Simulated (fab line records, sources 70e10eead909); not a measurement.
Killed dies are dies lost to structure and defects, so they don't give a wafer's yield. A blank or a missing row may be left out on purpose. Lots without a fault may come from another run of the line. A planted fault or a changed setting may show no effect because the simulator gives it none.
Tool commonality check | flow nand_harc | 2 lots, 6 wafers sampled

WHY IT WAS OPENED
At NHARC_END_SORT_01 the reading sort_bin_2_pct is flagged on 2 of 2 lots. Wafers without a fault read 1.5 %, standard deviation 0.61.
Rule: a lot is flagged when every wafer of it that has a number lies more than 4 standard deviations from that mean, or none has a number. The other lots count as sound.

lot  | measured     | on        | sort_bin_2_pct (%), wafer by wafer | flag
L690 | day 20 21:31 | prober-02 | 95.4 96.2 96.9                     | FLAGGED
L692 | day 21 13:19 | prober-01 | 98.5 97.6 97.5                     | FLAGGED
The numbers of the flagged lots are 97.0 % on average: +95.5 % against the usual, or +99 or more standard deviations.

WHICH TOOL RAN EACH LOT
The record holds 4 process steps before the reading, out of a route of 1159 steps. In each cell: the tool, then ch and the chambers that the sampled wafers went through, then the start.
lot  | flag    | NHARC_A_BLC_ALD_23                  | NHARC_A_M0_ETCH_15                          | NHARC_A_M0_ANNEAL_30             | NHARC_A_M1_DEP_00
L690 | FLAGGED | ald_metal-03 ch 0,1,3, day 19 01:20 | rie_diel-03 ch 1,3, day 19 05:15 or earlier | rtp_anneal-02 ch 0, day 19 05:15 | pecvd-03 ch 1,2, day 19 06:37
L692 | FLAGGED | ald_metal-04 ch 2,3, day 19 13:11   | rie_diel-12 ch 1,2, day 19 23:08 or earlier | rtp_anneal-01 ch 0, day 19 23:08 | pecvd-04 ch 1,2, day 20 00:28
What these steps do:
- NHARC_A_BLC_ALD_23: deposits TiN, target thk 3 nm, pulse time 1 s, ald cycles 150.
- NHARC_A_M0_ETCH_15: etches the open film in C4F8/Ar, target depth 150 nm, overetch 15 nm, time 82.5 s.
- NHARC_A_M0_ANNEAL_30: time 90 s.
- NHARC_A_M1_DEP_00: deposits SiOC, target thk 182.5 nm.
- NHARC_END_SORT_01

FLAGGED OVER TOTAL, TOOL BY TOOL (the gauges that took the reading come last)
step                 | tool          | lots run | flagged | share of the flagged lots | sound lots run after its first flagged lot
NHARC_A_BLC_ALD_23   | ald_metal-03  | 1        | 1       | some                      | 0
NHARC_A_BLC_ALD_23   | ald_metal-04  | 1        | 1       | some                      | 0
NHARC_A_M0_ETCH_15   | rie_diel-03   | 1        | 1       | some                      | 0
NHARC_A_M0_ETCH_15   | rie_diel-12   | 1        | 1       | some                      | 0
NHARC_A_M0_ANNEAL_30 | rtp_anneal-01 | 1        | 1       | some                      | 0
NHARC_A_M0_ANNEAL_30 | rtp_anneal-02 | 1        | 1       | some                      | 0
NHARC_A_M1_DEP_00    | pecvd-03      | 1        | 1       | some                      | 0
NHARC_A_M1_DEP_00    | pecvd-04      | 1        | 1       | some                      | 0
NHARC_END_SORT_01    | prober-01     | 1        | 1       | some                      | 0
NHARC_END_SORT_01    | prober-02     | 1        | 1       | some                      | 0
NHARC_A_M0_ETCH_15 gives no start for some lots, so the hours and the order of its lots are those of NHARC_A_M0_ANNEAL_30.

WHAT THE TABLE ALLOWS
No row of the table ran every flagged lot.

WHAT THE SIMULATOR HAD PUT IN
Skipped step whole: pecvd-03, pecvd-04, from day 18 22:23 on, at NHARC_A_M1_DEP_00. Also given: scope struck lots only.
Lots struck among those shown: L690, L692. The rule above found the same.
